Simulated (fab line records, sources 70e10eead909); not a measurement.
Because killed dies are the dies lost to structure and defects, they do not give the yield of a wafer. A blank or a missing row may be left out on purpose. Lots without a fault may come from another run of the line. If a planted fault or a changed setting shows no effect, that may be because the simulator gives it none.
Comparing a struck lot with a sound one :: flow nand-harc :: 39 steps out of a route of 1159
Sound: the wafers L355.1, L355.3, L355.5. Struck: wafer L362.5. (L362.1, L362.4 of the same lot were not struck and are left out.) The cause comes at the end.
Per side, at each step with rows, come the tool, then ch with its chambers, and then its first start. Under that, the readings that differ: sound wafers :: struck wafers :: difference of the means :: sigmas: that difference in standard deviations of wafers without a fault.
alike: words and numbers the same on both sides, and readings whose means are apart by under 2 such deviations; not compared: readings that were withheld, readings missing a value for some wafer, numbers with overlapping values and no deviation given by the record, and bounds like >300 which may hide the same value.
The two part at a step that has a row with sigmas, a row that says differs or no value, or rows on one side only. Numbers that don't overlap but have no deviation are shown without sigmas and don't part them. A reading missing from all wafers of one side parts the sides only when that side holds two or more wafers.

first, 1 step without rows for these wafers: NHARC_A_BONDPAD_HARDBAKE_10 (time 65 s).
NHARC_A_BONDPAD_DESCUM_11: chemistry O2, time 3 s.
  sound on rie-diel-03 ch 1,2,3, day 22 21:03; struck on rie-diel-03 ch 0, day 24 16:28
reading: mfc-ar-sccm (sccm)
sound: 0.039 0.028 0.015
struck: 0.001
difference: -0.026
sigmas: -2

reading: throttle-valve-pct (%)
sound: 11.312 11.305 11.323
struck: 11.293
difference: -0.020
sigmas: -2
  alike: drypump-motor-current-A, oes-product-au, rf-vpp-V, showerhead-plenum-p-Torr
  not compared: rf-hours-counter-h
NHARC_A_BONDPAD_ETCH_34: etches the open film in N2/H2, target depth 60 nm, overetch 18 nm, time 65.91 s.
  sound on rie-diel-03 ch 2,3, day 22 21:08; struck on rie-diel-03 ch 2, day 24 16:34
  alike: bias-w, drypump-motor-current-A, mfc-ar-sccm, n2-flow-sccm, oes-product-au, rf-vpp-V, showerhead-plenum-p-Torr, throttle-valve-pct
  not compared: rf-hours-counter-h
NHARC_A_BONDPAD_ETCH_12: etches the open film in CHF3/O2, target depth 220 nm, time 110 s.
  sound: rie-diel-03 ch 2,3; struck: rie-diel-03 ch 0
reading: bias-w (W)
sound: 199.2 200.1 201.4
struck: 199.0
difference: -1.2
sigmas: -2
  alike: drypump-motor-current-A, mfc-ar-sccm, oes-product-au, rf-vpp-V, showerhead-plenum-p-Torr, throttle-valve-pct
  not compared: rf-hours-counter-h
NHARC_A_BONDPAD_CD_MEAS_13:
  sound: cd-sem-01 at day 22 21:22; struck: cd-sem-01 at day 24 16:47
  alike: cd-nm
then, 3 steps without rows for these wafers: NHARC_A_BONDPAD_STRIP_15 (strips in O2); NHARC_A_BONDPAD_ETCH_24 (etches the open film in CF4/N2, target depth 30 nm, time 72.99 s); NHARC_A_BONDPAD_STRIP_16 (strips in post etch residue remover, time 600 s).
NHARC_A_BONDPAD_DEGAS_25: time 60 s.
  sound: pvd-sputter-01 at day 22 22:02; struck: pvd-sputter-01 at day 24 17:24
  alike: heater-power-w
then, 3 steps without rows for these wafers: NHARC_A_BONDPAD_PRE_CLEAN_26 (time 30 s); NHARC_A_BONDPAD_PVD_17 (deposits TaN, target thk 5 nm, time 8.06 s); NHARC_A_BONDPAD_PVD_27 (deposits Cu, target thk 30 nm, time 20.49 s).
NHARC_A_BONDPAD_ECD_18: material Cu, target thk 400 nm.
  sound on ecd-cu-01 ch 0,1, day 22 22:26; struck on ecd-cu-01 ch 0,1, day 24 17:57
then, 1 step without rows for these wafers: NHARC_A_BONDPAD_ANNEAL_28 (time 90 s).
NHARC_A_BONDPAD_CMP_19: polishes, t overpolish 30 s, cu recess touch 16 s, target thk 169.8 nm.
  sound on cmp-01 ch 0,2,3, day 22 23:10; struck on cmp-01 ch 3, day 24 18:42
  alike: motor-current-A, overpolish-run-s
  not compared: pad-life-wafers
NHARC_A_BONDPAD_THK_MEAS_20: measures by xrf.
  sound: film-metro-02 at day 22 23:29; struck: film-metro-02 at day 24 18:58
reading: thk-nm (nm)
sound: 168.2 164.4 169.2
struck: 172.2
difference: +4.9
sigmas: +4
then, 6 steps without rows for these wafers: NHARC_A_BONDPAD_SRD_21 (time 30 s, dry time 20 s); NHARC_HYBRID_BOND_ACTIVATE_00 (chemistry N2, time 60 s); NHARC_HYBRID_BOND_PRECLEAN_01 (cleans in DIW, time 300 s); NHARC_HYBRID_BOND_SRD_02 (time 30 s, dry time 20 s); NHARC_HYBRID_BOND_BOND_03; NHARC_HYBRID_BOND_ANNEAL_04 (time 7200 s).
NHARC_HYBRID_BOND_OVL_MEAS_05:
  sound: overlay-02 at day 23 10:17; struck: overlay-01 at day 25 04:49
  alike: overlay-x-nm, overlay-y-nm
then, 2 steps without rows for these wafers: NHARC_THIN_TSV_GRIND_00; NHARC_THIN_TSV_CMP_01 (polishes).
NHARC_THIN_TSV_THK_MEAS_02: measures by ir.
  sound: film-metro-01 at day 23 13:11; struck: film-metro-01 at day 25 06:31
reading: thk-nm (nm)
sound: 3247 3271 3186
struck: 2772
difference: -463
sigmas: -2
then, 12 steps without rows for these wafers: NHARC_THIN_TSV_SRD_03; NHARC_THIN_TSV_PRECLEAN_41 (cleans in SC1); NHARC_THIN_TSV_SRD_42; NHARC_THIN_TSV_DEP_43 (deposits SiO2, target thk 1328.5 nm); NHARC_THIN_TSV_DEHYDRATE_04 (time 120 s); NHARC_THIN_TSV_HMDS_05 (time 30 s); NHARC_THIN_TSV_COAT_06; NHARC_THIN_TSV_SOFTBAKE_07 (time 95 s); NHARC_THIN_TSV_EBR_08; NHARC_THIN_TSV_EXPOSE_09 (exposes mask TSV); NHARC_THIN_TSV_PEB_10 (peb time 85 s); NHARC_THIN_TSV_DEVELOP_11 (time 70 s).
NHARC_END_SORT_01:
  sound on prober-01 ch 0, day 24 15:50; struck on prober-02 ch 0, day 26 01:35
reading: defect-limited-yield (%)
sound: 95.0
struck: 15.1
difference: -79.9
sigmas: -50

reading: killed-at-array
sound: 33
struck: 571
difference: +538
sigmas: +49

reading: killed-dies
sound: 34
struck: 575
difference: +541
sigmas: +49

reading: killed-open
sound: 6
struck: 1
difference: -5
sigmas: -3

reading: killed-short
sound: 4
struck: 1
difference: -3
sigmas: -2

reading: sort_bin_2_pct (%)
sound: 1.8
struck: 37.1
difference: +35.3
sigmas: +55

reading: sort_bin_3_pct (%)
sound: 0
struck: 9.60
difference: +9.60
sigmas: +46

reading: sort_bin_4_pct (%)
sound: 3.2
struck: 38.3
difference: +35.1
sigmas: +32

reading: sort-n-pass
sound: 643
struck: 102
difference: -541
sigmas: -49

reading: sort-rim-yield-pct (%)
sound: 97.2
struck: 11.3
difference: -85.9
sigmas: -37

reading: sort-yield-pct (%)
sound: 95.0
struck: 15.1
difference: -79.9
sigmas: -50
  alike: killed-at-other, killed-at-periphery

WHERE THEY PART
Earliest at NHARC_A_BONDPAD_DESCUM_11; latest, in this record, at NHARC_END_SORT_01.

WHY: whatever the simulator had introduced
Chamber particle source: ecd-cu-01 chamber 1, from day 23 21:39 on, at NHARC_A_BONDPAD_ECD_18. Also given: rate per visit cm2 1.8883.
